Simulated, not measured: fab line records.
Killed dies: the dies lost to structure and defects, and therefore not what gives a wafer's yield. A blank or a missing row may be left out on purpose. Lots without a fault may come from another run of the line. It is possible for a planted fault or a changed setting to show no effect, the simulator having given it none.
Which tool is to blame?    flow n5-finfet    24 lots, 72 wafers sampled, at 2 steps of a route of 1938

## WHAT THE GAUGES READ, wafer by wafer
N5_BEOL_M12_INSPECT_55: inspects for defects (darkfield). Usual: 68 for raw-defect-count, sd 28.
lot   measured      on                 raw-defect-count  flag
L076  day 11 02:05  defect-inspect-01  114 83 71         
L075  day 11 07:57  defect-inspect-02  49 53 53          
L074  day 11 08:29  defect-inspect-01  113 86 116        
L077  day 11 12:39  defect-inspect-01  78 52 68          
L078  day 12 06:08  defect-inspect-02  63 66 54          
L080  day 12 06:25  defect-inspect-02  117 95 81         
L079  day 12 08:39  defect-inspect-01  39 58 44          
L081  day 12 19:58  defect-inspect-02  50 53 62          
L083  day 13 12:01  defect-inspect-01  33 38 41          
L084  day 13 12:17  defect-inspect-01  83 100 116        
L082  day 13 12:45  defect-inspect-02  54 89 85          
L085  day 14 00:46  defect-inspect-01  60 53 65          
L086  day 14 20:37  defect-inspect-02  123 70 63         
L087  day 14 20:53  defect-inspect-02  91 60 67          
L089  day 15 14:17  defect-inspect-01  54 44 57          
L088  day 15 14:43  defect-inspect-02  68 92 112         
L093  day 15 23:03  defect-inspect-01  67 49 54          
L090  day 15 23:59  defect-inspect-02  70 76 52          
L091  day 16 04:58  defect-inspect-01  34 48 26          
L092  day 16 07:24  defect-inspect-01  57 39 67          
L094  day 16 13:29  defect-inspect-01  53 60 48          
L095  day 16 14:35  defect-inspect-02  92 46 45          
L097  day 17 09:43  defect-inspect-01  43 36 41          
L096  day 17 11:19  defect-inspect-01  55 76 64          

N5_BEOL_M13_THK_MEAS_01. Usual: for M13_ILD_THK the level is 840 nm and the standard deviation is 15.
lot   measured      on             M13_ILD_THK (nm)  flag
L076  day 11 02:16  film-metro-01  806 814 832       
L075  day 11 08:08  film-metro-02  816 827 850       
L074  day 11 08:41  film-metro-01  850 830 838       
L077  day 11 12:50  film-metro-02  869 842 853       
L078  day 12 06:19  film-metro-02  843 831 849       
L080  day 12 06:36  film-metro-01  825 846 832       
L079  day 12 08:50  film-metro-01  829 833 859       
L081  day 12 20:09  film-metro-01  818 831 833       
L083  day 13 12:12  film-metro-01  835 853 839       
L084  day 13 12:29  film-metro-01  830 841 837       
L082  day 13 12:59  film-metro-01  829 853 854       
L085  day 14 00:57  film-metro-01  841 832 840       
L086  day 14 20:48  film-metro-02  842 830 844       
L087  day 14 21:04  film-metro-01  828 846 854       
L089  day 15 14:28  film-metro-01  828 852 845       
L088  day 15 14:55  film-metro-01  825 831 832       
L093  day 15 23:14  film-metro-02  832 833 839       
L090  day 16 00:11  film-metro-01  831 849 854       
L091  day 16 05:09  film-metro-01  814 821 828       
L092  day 16 07:35  film-metro-01  844 862 863       
L094  day 16 13:40  film-metro-01  828 845 842       
L095  day 16 14:47  film-metro-01  827 834 846       
L097  day 17 09:55  film-metro-02  839 849 883       
L096  day 17 11:30  film-metro-01  828 819 828       

## EACH LOT AND THE TOOL THAT RAN IT (in order: tool; ch and the chambers of the sampled wafers; start)
Before these readings, the record contains no process step.

## AS READ BY THE TOOLS THEMSELVES (means over the sampled wafers that have a number; for cases with no such wafer, the mark the record gives instead)
The record holds no such reading with a usual standard deviation.

## THE ANSWER, worked out from the rows above alone
Rule: take the mean of a lot's wafers that have a number; if it is more than 3 standard deviations from the usual mean, the lot is off. Also off: a lot with no number at a reading for which 4 or more lots have one. Where the step has rows for the other lots, those lots are counted as sound. After the gauges, taken in route order, come the tools' own readings; for these a lot's mean is taken, as printed above. At the first step where some lot is off, the reading lying furthest off is the one used; lots without a number count as furthest.
No lot is off on any of the readings shown, so nothing can be concluded from this.

## WHAT THE SIMULATOR HAD INSERTED
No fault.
